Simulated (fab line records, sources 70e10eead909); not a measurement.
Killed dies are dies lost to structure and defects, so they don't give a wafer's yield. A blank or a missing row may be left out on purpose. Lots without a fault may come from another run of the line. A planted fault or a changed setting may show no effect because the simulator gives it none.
A struck lot beside a sound one | flow nand_harc | 15 steps out of a route of 1302
Sound: wafers L106.1, L106.2, L106.5. Struck: wafers L121.1, L121.5. (L121.2 of the same lot was not struck and is left out.) The cause comes at the end.
At each step with rows: each side's tool, then ch and its chambers, then its first start. Under that, the readings that differ: sound wafers | struck wafers | difference of the means | sigmas: that difference in standard deviations of wafers without a fault.
alike: readings whose means differ by less than 2 such deviations, and words and numbers that are the same on both sides. not compared: withheld readings, readings that some wafer has no value for, bounds like >300 that may hide the same value, and numbers for which the record gives no deviation and whose values overlap.
The two part at a step that has a row with sigmas, a row that says differs or no value, or rows on one side only. Numbers that don't overlap but have no deviation are shown without sigmas and don't part them. A reading that every wafer of one side lacks parts them only if that side has two wafers or more.

first, 6 steps without rows for these wafers: NHARC_P_STI_COAT_03 (resist thk 600 nm); NHARC_P_STI_SOFTBAKE_04 (time 70 s); NHARC_P_STI_EBR_05; NHARC_P_STI_EXPOSE_06 (exposes mask P STI, target cd 200 nm); NHARC_P_STI_PEB_07 (peb time 80 s); NHARC_P_STI_DEVELOP_08 (time 50 s).
NHARC_P_STI_CD_MEAS_09: target cd 200 nm.
  sound on cd_sem-03 ch 0, day 4 03:07; struck on cd_sem-03 ch 0, day 10 07:41
  alike: cd_nm
NHARC_P_STI_OVL_MEAS_10:
  sound on overlay-01, day 4 03:12; struck on overlay-02, day 10 07:47
  alike: overlay_x_nm, overlay_y_nm
NHARC_P_STI_INSPECT_11:
  sound on defect_inspect-02, day 4 03:14; struck on defect_inspect-02, day 10 07:49
  alike: raw_defect_count
then, 1 step without rows for these wafers: NHARC_P_STI_HARDBAKE_13 (time 65 s).
NHARC_P_STI_DESCUM_14: chemistry O2, time 3 s.
  sound on rie_diel-05 ch 1,2,3, day 4 03:22; struck on rie_diel-05 ch 1,3, day 10 07:57
  reading      | sound          | struck    | difference | sigmas
  rf_vpp_V (V) | 58.3 58.1 60.1 | 57.2 56.6 | -1.9       | -2
  alike: drypump_motor_current_A, oes_product_au, showerhead_plenum_p_Torr, throttle_valve_pct
  not compared: rf_hours_counter_h
NHARC_P_STI_ETCH_42: etches the open film in N2/H2, target depth 80 nm, overetch 24 nm, time 61 s.
  sound on rie_diel-05 ch 0,1,3, day 4 03:28; struck on rie_diel-05 ch 0,1, day 10 08:02
  alike: drypump_motor_current_A, n2_flow_sccm, oes_product_au, rf_fwd_power_W, rf_vpp_V, run_length_s, showerhead_plenum_p_Torr, throttle_valve_pct
  not compared: rf_hours_counter_h
NHARC_P_STI_ETCH_31: etches the open film in CF4/CHF3, target depth 108.9 nm, time 54.5 s.
  sound on rie_diel-05 ch 1,3, day 4 03:32; struck on rie_diel-05 ch 0, day 10 08:07
  reading            | sound             | struck    | difference                    | sigmas
  rf_fwd_power_W (W) | 493.5 492.5 492.6 | - -       | no value on the struck wafers |
  run_length_s (s)   | 75.8 75.7 75.7    | 64.8 65.2 | -10.7                         | -34
  alike: drypump_motor_current_A, oes_product_au, rf_vpp_V, showerhead_plenum_p_Torr, throttle_valve_pct
  not compared: rf_hours_counter_h
NHARC_P_STI_ETCH_15: etches the open film in HBr/Cl2, target depth 300 nm, time 100.1 s.
  sound on rie_si-05 ch 0,2, day 4 03:40; struck on rie_si-05 ch 1,2, day 10 08:14
  alike: drypump_motor_current_A, mfc_cl2_sccm, oes_product_au, rf_fwd_power_W, throttle_valve_pct
  not compared: rf_hours_counter_h
-- the record jumps here: 21 days lie between the struck wafers' starts before and after (it left off in module P_STI and takes up again in module END, whose first step shown is number 1302 of the route) --
NHARC_END_SORT_01:
  the record has rows for the struck wafers here (prober-01 ch 0, day 31 19:13) and none for the sound ones

WHERE THEY PART
First at NHARC_P_STI_DESCUM_14; last, within this record, at NHARC_END_SORT_01.

WHY: what the simulator had put in
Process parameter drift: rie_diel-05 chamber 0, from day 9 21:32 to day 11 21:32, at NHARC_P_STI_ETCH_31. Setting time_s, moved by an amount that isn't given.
